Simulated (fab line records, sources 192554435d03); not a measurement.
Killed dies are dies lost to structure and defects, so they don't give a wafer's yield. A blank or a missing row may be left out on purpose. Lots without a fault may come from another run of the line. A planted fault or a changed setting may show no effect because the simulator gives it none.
fab line records | flow n5_finfet
record lots=24 wafers=72 last_day=19
route steps=1938 shown BEOL_M8@1369 BEOL_M9@1421
lots that met no fault: from a run of the same line without faults
start_h: hours from the record's first day to the start of the lot's first wafer shown | wait_h: hours since the lot's step before | " the same as in the row above | L1.1+2: a row that stands for several wafers | - no value, or no start given | * or withheld: withheld | < > ~ a bound
route shown NAME@n: a module of which the file shows steps, and the number in the route of the first | usual: mean/standard deviation of fault-free wafers | same: alike in all rows | chamber/n: place in a boat | sites: the reading at each site | _std_site: their standard deviation | _edge_site: outer sites' mean less inner sites' | radius_mm: how far each site lies from the wafer's centre | mask NAME#n: copy n | behind: the tool/chamber that last shaped the wafer | hold: why the lot was held/for how many hours/how that ended | device: the transistor (n, p or np) that didn't switch | end of line: the same wafers' tests at the end of the route | a step without rows: its recipe alone | killed: dies lost to structure and defects at the first sort, not the wafer's yield | map: a wafer's dies, x killed, . not, _ none there
set.NAME: the setting as run; set.NAME@STEP: as run at that earlier step | model.NAME: the simulator's own value behind a step, which no gauge read
steps of the route over a sample of lots; a table a step, a row a wafer
services: from which hour (start_h, from the record's first day; less than 0 if before it) a tool's chamber was out of use, for how many hours, and why
## steps
# step N5_BEOL_M8_ETCH_72
# recipe chemistry=N2/H2 target=underlayer target_depth_a=65 mask_material=CAR-EUV time_s=5.2 ion_energy_ev=200 pressure_mtorr=30 source_w=840 bias_w=150 n2_flow_sccm=200 h2_flow_sccm=200 ends=cleared
# usual bias_w=150.0/0.37 drypump_motor_current_A=5.5/0.4 etch_rf_on_time_s=5.15/0.14 oes_product_au=0.70/0.059 rf_vpp_V=524/3.3 showerhead_plenum_p_Torr=2.56/0.1 throttle_valve_pct=17.78/0.22
# columns lot.wafer tool chamber start_h wait_h bias_w drypump_motor_current_A etch_rf_on_time_s oes_product_au rf_hours_counter_h rf_vpp_V showerhead_plenum_p_Torr throttle_valve_pct
L075.1 rie_diel-01 0 226.18 0.0 150.1 5.5 5.11 0.74 32 522 2.48 17.72
L075.2 " 1 " " 150.3 5.2 5.10 0.75 19 525 2.61 17.65
L075.6 " 0 " " 150.2 5.5 5.18 0.74 - 521 2.48 17.74
L074.2 rie_diel-03 1 226.59 0.0 149.6 5.3 4.91 0.76 49 528 2.68 17.42
L074.3 " 2 " " 150.3 5.6 5.10 0.64 137 519 2.45 18.01
L074.5 " 1 " " 150.7 5.3 4.97 0.75 - 529 2.68 17.41
L076.1 rie_diel-04 3 239.12 0.0 150.2 5.8 5.04 0.77 27 527 2.70 17.90
L076.3 " 0 " " 150.7 5.1 5.08 0.79 6 523 2.48 17.59
L076.6 " 0 " " 149.7 5.1 5.10 0.80 - 523 2.48 17.57
L080.2 rie_diel-04 2 245.64 0.0 149.7 5.4 5.44 0.67 114 525 2.55 17.46
L080.5 " 3 " " 150.3 5.8 5.12 0.76 - 528 2.70 17.91
L080.6 " 0 " " 149.8 5.1 5.09 0.79 - 522 2.48 17.57
L078.1 rie_diel-04 1 246.04 0.0 150.4 6.5 5.10 0.72 71 521 2.46 18.17
L078.3 " 0 " " 149.6 5.1 5.21 0.77 8 523 2.48 17.57
L078.5 " 0 " " 149.7 5.1 5.16 0.79 - 525 2.48 17.59
L077.1 rie_diel-01 1 246.04 0.0 149.5 5.2 5.13 0.75 25 526 2.61 17.68
L077.4 " 2 " " 150.1 6.0 4.98 0.84 6 530 2.71 17.76
L077.5 " 3 " " 150.3 5.0 5.17 0.74 - 525 2.57 17.54
L079.1 rie_diel-04 3 258.47 0.0 150.1 5.9 5.05 0.76 33 531 2.70 17.93
L079.4 " 0 " " 149.1 5.1 5.02 0.78 12 522 2.48 17.55
L079.6 " 2 " " 150.3 5.4 5.37 0.66 - 523 2.55 17.48
L081.1 rie_diel-04 3 275.41 0.0 149.6 5.9 5.13 0.74 39 530 2.70 17.94
L081.3 " 1 " " 149.8 6.5 5.01 0.71 81 523 2.46 18.16
L081.6 " 3 " " 149.7 5.9 5.12 0.75 - 528 2.70 17.94
L082.2 rie_diel-03 0 277.90 0.0 151.4 5.4 5.29 0.63 161 520 2.44 17.89
L082.4 " 3 " " 150.8 5.5 5.45 0.64 119 528 2.67 17.72
L082.5 " 1 " " 149.8 5.3 4.96 0.73 - 527 2.67 17.47
L083.1 rie_diel-01 2 287.86 0.0 149.2 6.0 4.98 0.81 19 529 2.70 17.79
L083.4 " 2 " " 150.3 5.9 5.01 0.81 - 528 2.70 17.80
L083.5 " 0 " " 150.4 5.5 5.15 0.71 - 525 2.47 17.77
L084.1 rie_diel-01 0 288.26 0.0 150.0 5.5 5.08 0.71 53 521 2.47 17.79
L084.5 " 0 " " 150.0 5.5 5.15 0.71 - 520 2.47 17.76
L084.6 " 2 " " 149.8 5.9 5.01 0.80 - 529 2.70 17.78
L086.1 rie_diel-01 3 317.05 0.0 150.9 5.0 5.17 0.72 80 525 2.56 17.59
L086.2 " 0 " " 150.1 5.5 5.22 0.69 63 522 2.46 17.78
L086.4 " 1 " " 150.2 5.2 5.15 0.71 48 527 2.60 17.68
L085.1 rie_diel-01 2 317.85 0.0 149.7 6.0 5.08 0.78 30 528 2.70 17.82
L085.4 " 1 " " 150.5 5.2 5.09 0.72 49 524 2.60 17.71
L085.5 " 1 " " 150.5 5.3 5.09 0.72 - 526 2.60 17.72
L088.2 rie_diel-03 0 320.10 0.0 149.9 5.3 5.32 0.61 176 520 2.44 17.88
L088.3 " 3 " " 150.0 5.4 5.44 0.62 131 526 2.66 17.73
L088.5 " 3 " " 149.7 5.4 5.46 0.62 - 527 2.66 17.72
L087.1 rie_diel-04 3 328.86 0.0 150.6 5.9 5.16 0.73 57 526 2.69 17.93
L087.5 " 0 " " 150.2 5.1 5.20 0.73 - 524 2.47 17.63
L087.6 " 3 " " 150.3 5.9 5.19 0.72 - 528 2.69 17.96
L089.1 rie_diel-03 0 331.41 0.0 150.1 5.4 5.39 0.61 181 520 2.43 17.91
L089.3 " 3 " " 150.3 5.5 5.46 0.63 136 527 2.66 17.73
L089.4 " 2 " " 150.1 5.6 5.17 0.61 172 521 2.44 18.07
L093.2 rie_diel-03 0 331.81 0.0 149.6 5.4 5.39 0.60 181 521 2.44 17.91
L093.3 " 3 " " 149.7 5.5 5.43 0.62 136 528 2.66 17.72
L093.5 " 2 " " 150.1 5.5 5.13 0.61 - 522 2.44 18.08
L091.1 rie_diel-04 0 338.88 0.0 150.3 5.1 5.17 0.73 40 522 2.46 17.62
L091.2 " 3 " " 150.0 5.9 5.11 0.72 61 529 2.69 17.96
L091.4 " 3 " " 150.4 5.8 5.15 0.71 - 528 2.69 17.95
L090.4 rie_diel-03 0 340.40 0.0 149.9 5.4 5.36 0.61 184 519 2.43 17.91
L090.5 " 0 " " 150.8 5.4 5.36 0.61 - 520 2.43 17.87
L090.6 " 1 " " 150.1 5.4 5.04 0.71 - 529 2.66 17.46
L095.1 rie_diel-04 2 347.82 0.0 150.3 5.4 5.36 0.65 139 522 2.54 17.52
L095.3 " 3 " " 149.8 5.9 5.12 0.71 65 526 2.69 17.97
L095.5 " 2 " " 149.9 5.4 5.41 0.65 - 526 2.54 17.52
L094.1 rie_diel-01 3 349.28 0.0 149.7 4.9 5.07 0.71 92 523 2.55 17.62
L094.2 " 2 " " 150.2 6.0 5.06 0.75 41 531 2.69 17.83
L094.3 " 0 " " 149.6 5.5 5.23 0.69 75 521 2.46 17.80
L092.4 rie_diel-03 1 349.36 0.0 150.4 5.4 4.89 0.71 93 526 2.66 17.49
L092.5 " 0 " " 150.3 5.4 5.30 0.61 - 524 2.43 17.90
L092.6 " 1 " " 149.7 5.3 4.94 0.70 - 529 2.66 17.51
L096.1 rie_diel-01 1 374.43 0.0 149.8 5.2 5.03 0.70 69 524 2.59 17.72
L096.5 " 1 " " 149.6 5.2 5.06 0.69 - 525 2.59 17.73
L096.6 " 2 " " 149.6 6.0 4.97 0.75 - 528 2.69 17.86
L097.1 rie_diel-03 2 395.45 0.0 150.0 5.5 5.10 0.60 192 521 2.43 18.14
L097.3 " 3 " " 149.3 5.5 5.39 0.62 157 528 2.65 17.78
L097.5 " 2 " " 149.5 5.5 5.06 0.60 - 518 2.43 18.13
# step N5_BEOL_M8_DEGAS_44
# recipe ambient=vacuum temp_c=250 time_s=60
# usual heater_power_w=325/29
# columns lot.wafer tool chamber start_h wait_h heater_power_w
L075.1 pvd_sputter-01 - 227.20 0.4 304
L075.2 " - " " 337
L075.6 " - " " 277
L074.2 pvd_sputter-01 - 229.68 2.4 309
L074.3 " - " " 276
L074.5 " - " " 330
L076.1 pvd_sputter-02 - 240.20 0.4 365
L076.3 " - " " 361
L076.6 " - " " 315
L080.2 pvd_sputter-01 - 246.83 0.5 307
L080.5 " - " " 326
L080.6 " - " " 306
L078.1 pvd_sputter-01 - 249.09 2.4 281
L078.3 " - " " 341
L078.5 " - " " 275
L077.1 pvd_sputter-01 - 249.75 3.1 346
L077.4 " - " " 305
L077.5 " - " " 304
L079.1 pvd_sputter-02 - 259.76 0.6 365
L079.4 " - " " 368
L079.6 " - " " 321
L081.1 pvd_sputter-03 - 276.37 0.3 304
L081.3 " - " " 350
L081.6 " - " " 347
L082.2 pvd_sputter-02 - 278.83 0.2 320
L082.4 " - " " 384
L082.5 " - " " 374
L083.1 pvd_sputter-01 - 289.07 0.4 311
L083.4 " - " " 334
L083.5 " - " " 346
L084.1 pvd_sputter-01 - 289.81 0.9 274
L084.5 " - " " 274
L084.6 " - " " 350
L086.1 pvd_sputter-01 - 318.00 0.3 315
L086.2 " - " " 332
L086.4 " - " " 274
L085.1 pvd_sputter-01 - 318.77 0.3 273
L085.4 " - " " 306
L085.5 " - " " 340
L088.2 pvd_sputter-03 - 321.41 0.6 355
L088.3 " - " " 298
L088.5 " - " " 290
L087.1 pvd_sputter-03 - 329.99 0.5 344
L087.5 " - " " 356
L087.6 " - " " 364
L089.1 pvd_sputter-01 - 332.74 0.5 303
L089.3 " - " " 280
L089.4 " - " " 348
L093.2 pvd_sputter-03 - 332.93 0.3 353
L093.3 " - " " 287
L093.5 " - " " 340
L091.1 pvd_sputter-03 - 339.90 0.4 353
L091.2 " - " " 310
L091.4 " - " " 353
L090.4 pvd_sputter-03 - 341.98 0.8 290
L090.5 " - " " 287
L090.6 " - " " 355
L095.1 pvd_sputter-02 - 349.81 1.4 367
L095.3 " - " " 319
L095.5 " - " " 373
L094.1 pvd_sputter-02 - 350.21 0.3 305
L094.2 " - " " 361
L094.3 " - " " 360
L092.4 pvd_sputter-02 - 350.29 0.1 313
L092.5 " - " " 312
L092.6 " - " " 352
L096.1 pvd_sputter-03 - 375.87 0.7 354
L096.5 " - " " 308
L096.6 " - " " 302
L097.1 pvd_sputter-03 - 396.51 0.4 294
L097.3 " - " " 350
L097.5 " - " " 292
# step N5_BEOL_M8_CMP_52
# recipe stop_on=SiCOH_lowk t_overpolish_s=6.9 down_force_psi=1 platen_rpm=50 clearing_platen_down_force_psi=1.5 clearing_platen_rpm=50 post_cmp_clean=cu_alkaline target_thk_nm=80 clearing_platen_pad_velocity_m_s=0.99484 pad_velocity_m_s=0.99484
# usual barrier_field_endpoint_s=28.8/0.82 head_pressure_psi=1.0001/0.0022 motor_current_A=5.8/0.35 overpolish_run_s=6.902/0.0097 slurry_flow_ml_min=149.9/0.44 time_to_endpoint_s=63/4
# same t_overpolish_s=6.9
# columns lot.wafer tool chamber start_h wait_h barrier_field_endpoint_s head_pressure_psi motor_current_A overpolish_run_s slurry_flow_ml_min time_to_endpoint_s
L075.2 cmp-04 3 229.79 0.2 28.7 0.9989 6.2 6.898 150.0 63
L075.1 " 1 " " 29.9 1.0041 5.4 6.920 149.3 69
L075.6 " 0 " " 29.5 1.0003 5.9 6.895 150.1 67
L074.3 cmp-02 2 231.66 0.2 27.8 1.0003 6.1 6.899 150.3 57
L074.2 " 0 " " 29.7 0.9998 5.6 6.899 149.3 65
L074.5 " 2 " " 28.2 1.0021 5.7 6.908 149.7 59
L076.1 cmp-04 3 241.66 0.3 28.9 0.9991 6.2 6.905 150.0 66
L076.3 " 2 " " 29.7 1.0015 5.1 6.911 149.3 68
L076.6 " 3 " " 28.8 1.0038 6.3 6.896 150.8 66
L080.2 cmp-03 3 250.20 0.2 29.5 0.9998 5.2 6.904 149.7 67
L080.6 " 2 " " 30.7 0.9976 6.1 6.893 149.7 66
L080.5 " 3 " " 30.2 0.9974 5.3 6.912 149.5 66
L078.3 cmp-03 1 250.66 0.3 28.7 0.9975 6.1 6.902 149.7 59
L078.1 " 3 " " 29.4 0.9984 5.1 6.900 149.5 70
L078.5 " 1 " " 29.0 0.9987 5.7 6.900 150.0 61
L077.1 cmp-03 0 250.99 0.3 29.5 1.0011 5.7 6.898 150.4 62
L077.4 " 1 " " 28.3 1.0005 6.2 6.904 150.4 59
L077.5 " 0 " " 29.5 0.9982 5.8 6.910 149.0 67
L079.1 cmp-02 1 261.04 0.3 29.2 1.0004 5.6 6.908 149.9 65
L079.4 " 0 " " 29.4 0.9994 5.9 6.889 150.4 64
L079.6 " 1 " " 29.2 0.9995 5.9 6.900 149.6 64
L081.3 cmp-03 3 279.17 0.2 28.9 0.9993 5.4 6.887 149.9 65
L081.1 " 0 " " 29.0 1.0018 5.4 6.898 150.5 63
L081.6 " 1 " " 28.8 1.0003 6.4 6.891 150.6 64
L082.2 cmp-03 2 280.04 0.2 29.1 0.9999 6.4 6.876 150.7 67
L082.4 " 1 " " 29.4 1.0071 6.3 6.922 149.5 65
L082.5 " 3 " " 30.8 1.0000 5.4 6.902 150.7 72
L083.1 cmp-04 0 294.16 0.3 28.8 0.9984 6.0 6.901 149.5 62
L083.4 " 1 " " 29.1 1.0029 5.5 6.886 150.1 60
L083.5 " 2 " " 29.2 0.9977 5.1 6.904 150.2 62
L084.1 cmp-02 3 294.52 0.3 28.1 1.0025 5.5 6.898 149.7 55
L084.6 " 2 " " 27.9 1.0021 6.2 6.910 150.2 58
L084.5 " 3 " " 27.0 1.0015 5.6 6.907 149.2 52
L086.2 cmp-03 1 319.88 0.2 27.2 0.9987 6.0 6.896 150.0 58
L086.4 " 2 " " 29.1 0.9979 5.7 6.900 150.3 66
L086.1 " 3 " " 29.7 0.9968 5.5 6.924 150.5 65
L085.4 cmp-03 0 320.95 0.1 28.8 0.9994 5.7 6.912 149.9 64
L085.1 " 3 " " 28.8 0.9994 5.4 6.899 149.8 68
L085.5 " 1 " " 28.5 1.0073 6.4 6.889 149.9 60
L088.3 cmp-03 1 323.53 0.2 28.9 1.0018 6.3 6.903 149.6 59
L088.2 " 2 " " 28.5 0.9988 5.9 6.899 150.0 63
L088.5 " 0 " " 30.1 0.9959 5.4 6.905 150.6 65
L087.1 cmp-04 0 332.14 0.3 28.5 1.0015 6.0 6.906 150.0 61
L087.6 " 2 " " 29.8 1.0012 5.1 6.892 149.6 64
L087.5 " 3 " " 28.2 1.0013 6.4 6.904 149.4 60
L089.1 cmp-02 3 334.33 0.3 28.4 1.0009 5.6 6.911 149.6 59
L089.4 " 0 " " 29.8 0.9998 5.9 6.907 149.6 69
L089.3 " 1 " " 28.0 1.0020 5.9 6.906 149.5 64
L093.3 cmp-02 1 334.73 0.2 28.2 0.9994 6.0 6.915 149.9 64
L093.2 " 3 " " 28.5 1.0001 5.8 6.890 149.7 62
L093.5 " 1 " " 28.5 1.0000 5.7 6.886 149.9 63
L091.1 cmp-03 1 342.51 0.3 27.9 1.0012 6.1 6.896 149.9 58
L091.4 " 2 " " 29.4 0.9984 5.9 6.887 150.3 66
L091.2 " 3 " " 29.7 0.9993 5.5 6.906 149.8 67
L090.4 cmp-04 2 344.51 0.2 30.1 1.0018 5.1 6.904 150.5 64
L090.5 " 1 " " 30.3 1.0005 5.6 6.907 150.0 65
L090.6 " 2 " " 29.9 1.0019 5.5 6.911 150.2 65
L095.1 cmp-04 0 351.18 0.3 28.4 1.0005 5.9 6.902 149.9 60
L095.3 " 1 " " 29.9 1.0003 5.5 6.910 150.7 64
L095.5 " 3 " " 28.5 1.0026 6.4 6.898 150.1 59
L094.2 cmp-02 0 351.69 0.2 27.8 0.9979 6.1 6.889 149.3 61
L094.3 " 1 " " 27.5 0.9952 5.5 6.909 150.1 57
L094.1 " 2 " " 26.2 0.9965 5.9 6.916 151.0 54
L092.4 cmp-03 3 353.58 0.2 29.6 0.9999 5.3 6.904 149.9 68
L092.6 " 0 " " 28.3 1.0007 5.9 6.898 150.2 62
L092.5 " 1 " " 28.8 1.0003 6.3 6.900 150.0 61
L096.1 cmp-02 3 380.78 0.4 28.2 0.9989 5.8 6.888 149.4 60
L096.6 " 0 " " 28.7 1.0022 6.0 6.903 149.7 67
L096.5 " 1 " " 28.3 0.9992 5.9 6.923 149.9 64
L097.1 cmp-02 0 399.74 0.3 28.3 0.9988 5.8 6.896 149.6 67
L097.3 " 1 " " 29.0 1.0004 5.8 6.904 150.0 64
L097.5 " 3 " " 28.3 1.0033 5.6 6.895 150.6 62
# step N5_BEOL_M8_RS_MEAS_57
# recipe thk_meas_gauge=four-point-probe reads=Cu_of_BEOL_M8_ECD_50+Co_of_BEOL_M8_CVD_78+TaN_of_BEOL_M8_ALD_77
# usual M8_RS=0.283/0.0091
# columns lot.wafer tool chamber start_h wait_h M8_RS[ohm/sq]
L075.1 film_metro-01 - 230.21 0.1 0.273
L075.2 " - " " 0.280
L075.6 " - " " 0.272
L074.2 film_metro-02 - 232.08 0.1 0.274
L074.3 " - " " 0.285
L074.5 " - " " 0.281
L076.1 film_metro-01 - 242.08 0.1 0.279
L076.3 " - " " 0.276
L076.6 " - " " 0.283
L080.2 film_metro-02 - 250.59 0.1 0.284
L080.5 " - " " 0.277
L080.6 " - " " 0.276
L078.1 film_metro-02 - 251.04 0.1 0.263
L078.3 " - " " 0.278
L078.5 " - " " 0.275
L077.1 film_metro-02 - 251.45 0.1 0.280
L077.4 " - " " 0.277
L077.5 " - " " 0.282
L079.1 film_metro-02 - 261.46 0.1 0.282
L079.4 " - " " 0.277
L079.6 " - " " 0.294
L081.1 film_metro-01 - 279.52 0.1 0.277
L081.3 " - " " 0.268
L081.6 " - " " 0.281
L082.2 film_metro-02 - 280.46 0.1 0.289
L082.4 " - " " 0.294
L082.5 " - " " 0.263
L083.1 film_metro-02 - 294.52 0.1 0.275
L083.4 " - " " 0.274
L083.5 " - " " 0.281
L084.1 film_metro-01 - 294.91 0.1 0.282
L084.5 " - " " 0.284
L084.6 " - " " 0.282
L086.1 film_metro-02 - 320.31 0.1 0.277
L086.2 " - " " 0.287
L086.4 " - " " 0.282
L085.1 film_metro-01 - 321.38 0.1 0.287
L085.4 " - " " 0.284
L085.5 " - " " 0.281
L088.2 film_metro-02 - 323.91 0.1 0.293
L088.3 " - " " 0.304
L088.5 " - " " 0.301
L087.1 film_metro-02 - 332.48 0.1 0.286
L087.5 " - " " 0.291
L087.6 " - " " 0.292
L089.1 film_metro-02 - 334.71 0.1 0.306
L089.3 " - " " 0.297
L089.4 " - " " 0.278
L093.2 film_metro-02 - 335.39 0.3 0.297
L093.3 " - " " 0.303
L093.5 " - " " 0.278
L091.1 film_metro-02 - 342.90 0.1 0.280
L091.2 " - " " 0.269
L091.4 " - " " 0.274
L090.4 film_metro-01 - 344.90 0.0 0.288
L090.5 " - " " 0.289
L090.6 " - " " 0.277
L095.1 film_metro-02 - 351.57 0.1 0.298
L095.3 " - " " 0.281
L095.5 " - " " 0.298
L094.1 film_metro-02 - 352.07 0.1 0.285
L094.2 " - " " 0.279
L094.3 " - " " 0.283
L092.4 film_metro-01 - 353.90 0.0 0.262
L092.5 " - " " 0.295
L092.6 " - " " 0.268
L096.1 film_metro-01 - 381.09 0.1 0.286
L096.5 " - " " 0.280
L096.6 " - " " 0.279
L097.1 film_metro-02 - 400.09 0.1 0.274
L097.3 " - " " 0.291
L097.5 " - " " 0.285
# step N5_BEOL_M9_STRIP_67
# recipe chemistry=CF4 resist=SiARC power_w=300 bias_power_w=75 pressure_mtorr=50 cf4_flow_sccm=150 rf_frequency_hz=6e+07
# usual drypump_motor_current_A=5.6/0.39 oes_product_au=0.77/0.069 rf_vpp_V=271.0/1.4 showerhead_plenum_p_Torr=1.79/0.048 throttle_valve_pct=13.61/0.25
# columns lot.wafer tool chamber start_h wait_h drypump_motor_current_A oes_product_au rf_hours_counter_h rf_vpp_V showerhead_plenum_p_Torr throttle_valve_pct
L075.1 rie_diel-05 0 232.39 0.0 5.2 0.82 93 268.9 1.74 13.25
L075.2 " 2 " " 6.2 0.83 70 271.0 1.80 13.17
L075.6 " 0 " " 5.3 0.83 - 270.4 1.74 13.26
L074.2 rie_diel-05 0 234.43 0.0 5.2 0.82 94 269.9 1.74 13.28
L074.3 " 1 " " 5.6 0.71 224 271.9 1.84 13.68
L074.5 " 1 " " 5.6 0.71 - 272.3 1.84 13.68
L076.1 rie_diel-02 3 244.13 0.0 5.6 0.89 17 270.9 1.74 13.22
L076.3 " 2 " " 6.0 0.74 178 272.0 1.78 13.63
L076.6 " 1 " " 5.6 0.82 - 270.2 1.76 13.71
L080.2 rie_diel-05 2 252.06 0.0 6.2 0.82 77 270.3 1.80 13.17
L080.5 " 3 " " 5.1 0.96 - 270.6 1.78 13.48
L080.6 " 0 " " 5.2 0.83 - 268.9 1.74 13.27
L078.1 rie_diel-06 0 255.30 0.0 5.2 0.78 129 269.9 1.73 13.78
L078.3 " 1 " " 6.5 0.67 244 271.5 1.78 13.83
L078.5 " 2 " " 5.6 0.73 - 272.0 1.85 13.63
L077.1 rie_diel-06 1 255.62 0.0 6.5 0.67 244 268.5 1.78 13.84
L077.4 " 3 " " 5.7 0.72 202 272.7 1.85 13.84
L077.5 " 1 " " 6.5 0.67 - 269.8 1.78 13.83
L079.1 rie_diel-05 0 267.80 0.0 5.2 0.82 104 270.6 1.74 13.28
L079.4 " 2 " " 6.2 0.81 80 269.2 1.80 13.17
L079.6 " 1 " " 5.6 0.71 - 272.5 1.84 13.71
L081.1 rie_diel-02 1 282.33 0.0 5.6 0.82 77 268.9 1.76 13.71
L081.3 " 0 " " 5.1 0.70 212 270.6 1.85 13.98
L081.6 " 1 " " 5.6 0.81 - 269.0 1.76 13.71
L082.2 rie_diel-06 2 282.54 0.0 5.6 0.73 205 273.2 1.85 13.65
L082.4 " 2 " " 5.6 0.73 - 272.2 1.85 13.65
L082.5 " 0 " " 5.2 0.77 - 270.1 1.73 13.80
L084.1 rie_diel-06 2 298.40 0.0 5.7 0.72 210 272.1 1.85 13.67
L084.5 " 2 " " 5.6 0.72 - 272.5 1.85 13.67
L084.6 " 0 " " 5.2 0.76 - 270.1 1.73 13.80
L083.1 rie_diel-05 1 298.70 0.0 5.6 0.70 241 272.3 1.84 13.71
L083.4 " 3 " " 5.1 0.92 16 270.9 1.78 13.48
L083.5 " 0 " " 5.2 0.80 - 269.6 1.73 13.30
L086.1 rie_diel-05 2 322.38 0.0 6.2 0.80 94 271.4 1.79 13.23
L086.2 " 0 " " 5.2 0.79 119 269.1 1.73 13.33
L086.4 " 1 " " 5.6 0.69 - 272.1 1.84 13.75
L085.1 rie_diel-02 3 323.48 0.0 5.6 0.86 40 270.5 1.74 13.27
L085.4 " 2 " " 6.0 0.73 201 271.3 1.78 13.69
L085.5 " 2 " " 6.0 0.73 - 270.7 1.78 13.70
L088.2 rie_diel-05 2 326.11 0.0 6.2 0.80 96 270.6 1.79 13.23
L088.3 " 0 " " 5.2 0.80 121 268.5 1.73 13.34
L088.5 " 2 " " 6.1 0.79 - 271.7 1.79 13.23
L087.1 rie_diel-06 0 336.20 0.0 5.2 0.76 156 269.3 1.72 13.84
L087.5 " 3 " " 5.6 0.70 - 273.3 1.85 13.92
L087.6 " 0 " " 5.1 0.76 - 271.7 1.72 13.83
L089.1 rie_diel-05 0 337.01 0.0 5.2 0.79 125 270.1 1.73 13.33
L089.3 " 2 " " 6.2 0.79 100 270.9 1.79 13.24
L089.4 " 2 " " 6.2 0.80 - 273.4 1.79 13.26
L093.2 rie_diel-06 0 337.44 0.0 5.1 0.75 156 270.6 1.72 13.84
L093.3 " 2 " " 5.7 0.71 222 271.1 1.84 13.70
L093.5 " 3 " " 5.6 0.71 - 272.6 1.85 13.90
L091.1 rie_diel-02 1 346.22 0.0 5.7 0.79 95 270.6 1.75 13.76
L091.2 " 3 " " 5.6 0.84 47 269.7 1.74 13.30
L091.4 " 2 " " 6.0 0.72 208 267.9 1.77 13.71
L090.4 rie_diel-02 2 347.41 0.0 6.0 0.72 208 271.0 1.77 13.73
L090.5 " 0 " " 5.1 0.68 - 272.3 1.85 14.04
L090.6 " 1 " " 5.6 0.79 - 270.8 1.75 13.77
L095.1 rie_diel-06 3 356.48 0.0 5.6 0.70 235 272.4 1.84 13.91
L095.3 " 0 " " 5.1 0.75 162 270.7 1.72 13.85
L095.5 " 3 " " 5.6 0.69 - 272.1 1.84 13.93
L094.1 rie_diel-06 2 357.24 0.0 5.7 0.71 229 271.8 1.84 13.71
L094.2 " 0 " " 5.2 0.76 162 269.1 1.72 13.85
L094.3 " 3 " " 5.6 0.69 235 273.2 1.84 13.88
L092.4 rie_diel-06 3 357.65 0.0 5.6 0.70 - 271.5 1.84 13.90
L092.5 " 2 " " 5.6 0.71 - 272.1 1.84 13.69
L092.6 " 0 " " 5.2 0.75 - 270.1 1.72 13.85
L096.1 rie_diel-06 2 384.23 0.0 5.6 0.70 236 274.0 1.84 13.72
L096.5 " 0 " " 5.1 0.75 - 270.5 1.72 13.88
L096.6 " 1 " " 6.5 0.89 - 271.1 1.77 13.31
L097.1 rie_diel-05 1 403.16 0.0 5.6 0.93 17 273.0 1.83 13.24
L097.3 " 0 " " 5.2 0.77 147 269.3 1.72 13.38
L097.5 " 3 " " 5.1 0.86 - 271.3 1.77 13.56
# step N5_BEOL_M9_ANNEAL_51
# recipe temp_c=225 time_s=90 ambient=N2
# usual wafer_temp_C_max=226.15/0.27
# columns lot.wafer tool chamber start_h wait_h wafer_temp_C_max
L075.1 rtp_anneal-02 0 235.50 0.4 226.25
L075.2 " 0 " " 226.04
L075.6 " 0 " " 226.11
L074.2 rtp_anneal-02 0 237.95 0.5 226.27
L074.3 " 0 " " 226.37
L074.5 " 0 " " 225.80
L076.1 rtp_anneal-02 0 249.60 0.1 225.85
L076.3 " 0 " " 225.56
L076.6 " 0 " " 225.93
L080.2 rtp_anneal-02 0 255.89 0.1 226.02
L080.5 " 0 " " 226.36
L080.6 " 0 " " 226.58
L078.1 rtp_anneal-01 0 259.27 0.1 225.86
L078.3 " 0 " " 226.39
L078.5 " 0 " " 226.59
L077.1 rtp_anneal-01 0 260.25 0.1 226.78
L077.4 " 0 " " 226.20
L077.5 " 0 " " 226.04
L079.1 rtp_anneal-01 0 273.02 0.9 226.48
L079.4 " 0 " " 225.96
L079.6 " 0 " " 225.97
L081.1 rtp_anneal-01 0 287.18 0.1 225.75
L081.3 " 0 " " 225.96
L081.6 " 0 " " 225.80
L082.2 rtp_anneal-02 0 287.39 0.2 226.46
L082.4 " 0 " " 226.10
L082.5 " 0 " " 226.09
L083.1 rtp_anneal-02 0 303.98 0.3 225.78
L083.4 " 0 " " 226.36
L083.5 " 0 " " 226.10
L084.1 rtp_anneal-02 0 304.25 0.5 226.50
L084.5 " 0 " " 225.85
L084.6 " 0 " " 225.83
L086.1 rtp_anneal-01 0 325.62 0.1 226.16
L086.2 " 0 " " 225.87
L086.4 " 0 " " 226.15
L085.1 rtp_anneal-01 0 326.37 0.1 225.95
L085.4 " 0 " " 225.90
L085.5 " 0 " " 226.25
L088.2 rtp_anneal-02 0 331.98 0.2 226.22
L088.3 " 0 " " 226.52
L088.5 " 0 " " 226.35
L087.1 rtp_anneal-01 0 340.67 0.1 225.91
L087.5 " 0 " " 226.25
L087.6 " 0 " " 226.10
L089.1 rtp_anneal-01 0 341.12 0.4 225.85
L089.3 " 0 " " 226.15
L089.4 " 0 " " 226.13
L093.2 rtp_anneal-02 0 341.95 1.0 225.91
L093.3 " 0 " " 225.96
L093.5 " 0 " " 226.33
L091.1 rtp_anneal-02 0 351.12 0.1 226.29
L091.2 " 0 " " 226.34
L091.4 " 0 " " 226.60
L090.4 rtp_anneal-02 0 356.18 0.2 226.22
L090.5 " 0 " " 226.42
L090.6 " 0 " " 226.55
L094.1 rtp_anneal-01 0 361.66 0.3 225.88
L094.2 " 0 " " 225.69
L094.3 " 0 " " 225.80
L092.4 rtp_anneal-02 0 362.36 0.6 225.98
L092.5 " 0 " " 226.75
L092.6 " 0 " " 226.42
L095.1 rtp_anneal-02 0 362.77 0.1 225.98
L095.3 " 0 " " 226.05
L095.5 " 0 " " 226.39
L096.1 rtp_anneal-02 0 390.25 0.1 226.25
L096.5 " 0 " " 226.06
L096.6 " 0 " " 225.72
L097.1 rtp_anneal-01 0 410.58 0.1 226.42
L097.3 " 0 " " 225.86
L097.5 " 0 " " 226.35
## services
# columns tool chamber start_h hours kind
cmp-02 - 204.19 4.0 pm
cmp-02 - 217.95 6.6 repair
pvd_sputter-02 - 229.10 4.9 repair
rie_diel-01 2 246.55 8.5 repair
cmp-04 - 250.04 4.0 pm
rie_diel-05 2 260.27 5.0 repair
pvd_sputter-01 - 264.67 2.1 repair
cmp-03 - 265.54 4.3 pm
cmp-04 - 268.18 0.3 repair
rie_diel-01 1 287.24 4.2 repair
rie_diel-06 - 295.07 0.1 repair
rie_diel-03 3 307.29 5.7 repair
rie_diel-05 3 319.91 10.7 repair
rie_diel-04 2 323.48 19.8 repair
cmp-04 - 330.66 0.8 repair
cmp-04 - 358.70 1.1 repair
rie_diel-05 - 361.43 1.6 repair
rie_diel-03 1 365.16 4.2 repair
rie_diel-01 - 366.85 0.9 repair
cmp-02 - 371.86 1.0 repair
rie_diel-03 2 375.72 4.9 repair
rie_diel-04 - 381.01 2.8 pm
cmp-03 - 395.81 1.4 repair
rie_diel-06 1 410.30 9.1 repair
## key
fault none
